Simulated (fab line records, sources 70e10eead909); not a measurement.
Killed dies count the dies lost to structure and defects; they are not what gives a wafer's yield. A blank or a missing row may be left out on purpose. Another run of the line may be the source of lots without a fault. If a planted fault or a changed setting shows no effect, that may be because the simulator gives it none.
A struck lot beside a sound one :: flow nand harc :: 15 steps out of a route of 1302
Sound: wafers L851.2, L851.3, L851.4. Struck: wafer L855.4 (left out: L855.5, L855.6 of the same lot, which were not struck); the cause appears at the end.
Each step with rows lists, per side, the tool, then ch with its chambers, then its first start. Under that, the readings that differ: sound wafers :: struck wafers :: difference of the means :: sigmas: that difference in standard deviations of wafers without a fault.
alike: same words and numbers on both sides, and readings whose means sit less than 2 such deviations apart. not compared: any withheld reading, any reading some wafer has no value for, any bound like >300 that may hide the same value, and any number with overlapping values for which the record gives no deviation.
A row with sigmas, a row that says differs or no value, or rows on one side alone: a step with any of these is where the two part. Non-overlapping numbers with no deviation appear without sigmas and do not part them. Lack of a reading on every wafer of one side parts them only where that side has two or more wafers.

first, 2 steps without rows for these wafers: NHARC_A_CONTACT_STRIP_104 (strips in CF4/CHF3); NHARC_A_CONTACT_STRIP_105 (strips in O2/COS).
NHARC_A_CONTACT_ETCH_106: etches the open film in CF4/O2, target depth 90 nm, overetch 9 nm, time 49.5 s.
  sound on rie diel-13 ch 0,1,2, day 23 18:57; struck on rie diel-12 ch 0, day 25 13:13
reading: oes_f_703_au (a.u.)
sound: 1.002 1.004 1.010
struck: 0.995
difference: -0.010
sigmas: -3

reading: rf hours counter h (h)
sound: 3 3 2
struck: 50
difference: +47
sigmas: 
  alike: cf4 flow sccm, drypump motor current A, oes product au, rf vpp V, showerhead plenum p Torr, throttle valve pct
NHARC_A_CONTACT_STRIP_82: strips in O2.
  sound on rie diel-13 ch 1,2,3; struck on rie diel-12 ch 3
reading: rf hours counter h (h)
sound: 3 2 3
struck: 50
difference: +47
sigmas: 
  alike: drypump motor current A, oes product au, rf vpp V, showerhead plenum p Torr, throttle valve pct
then, 1 step without rows for these wafers: NHARC_A_CONTACT_STRIP_83 (strips in post etch residue remover, time 600 s).
NHARC_A_CONTACT_DEP_84: deposits aC, target thk 2800 nm.
  sound on acl dep-01 ch 0, day 23 20:56; struck on acl dep-02 ch 0, day 25 14:44
  alike: throttle valve pct
NHARC_A_CONTACT_DEP_85: deposits SiON, target thk 60 nm.
  sound on pecvd-02 ch 0,1,2, day 23 22:40; struck on pecvd-01 ch 1, day 25 15:44
  alike: heater power w
then, 5 steps without rows for these wafers: NHARC_A_CONTACT_DEHYDRATE_00 (time 120 s); NHARC_A_CONTACT_HMDS_01 (time 30 s); NHARC_A_CONTACT_COAT_86 (time 75 s); NHARC_A_CONTACT_COAT_87 (time 65 s); NHARC_A_CONTACT_COAT_02 (resist thk 90 nm).
NHARC_A_CONTACT_SOFTBAKE_03: time 55 s.
  sound on litho track-04 ch 0, day 23 22:00; struck on litho track-04 ch 0, day 25 15:00
reading: heater power total W (W)
sound: 188.40 188.70 188.28
struck: 323.15
difference: +134.69
sigmas: +99 or more
after that, 1 step had no rows for these wafers: NHARC_A_CONTACT_EBR_04.
-- jump in the record: it breaks off in module A_CONTACT and resumes in module END (first step shown: number 1302 of the route), and 2 days separate the struck wafers' starts before and after --
NHARC_END_SORT_01:
  only the struck wafers appear in the record here, on prober-02 ch 0 at day 27 23:00; the sound ones have no rows

## WHERE THEY PART
Last at NHARC_END_SORT_01 as far as this record goes, first at NHARC_A_CONTACT_ETCH_106.

WHY: what the simulator had put in
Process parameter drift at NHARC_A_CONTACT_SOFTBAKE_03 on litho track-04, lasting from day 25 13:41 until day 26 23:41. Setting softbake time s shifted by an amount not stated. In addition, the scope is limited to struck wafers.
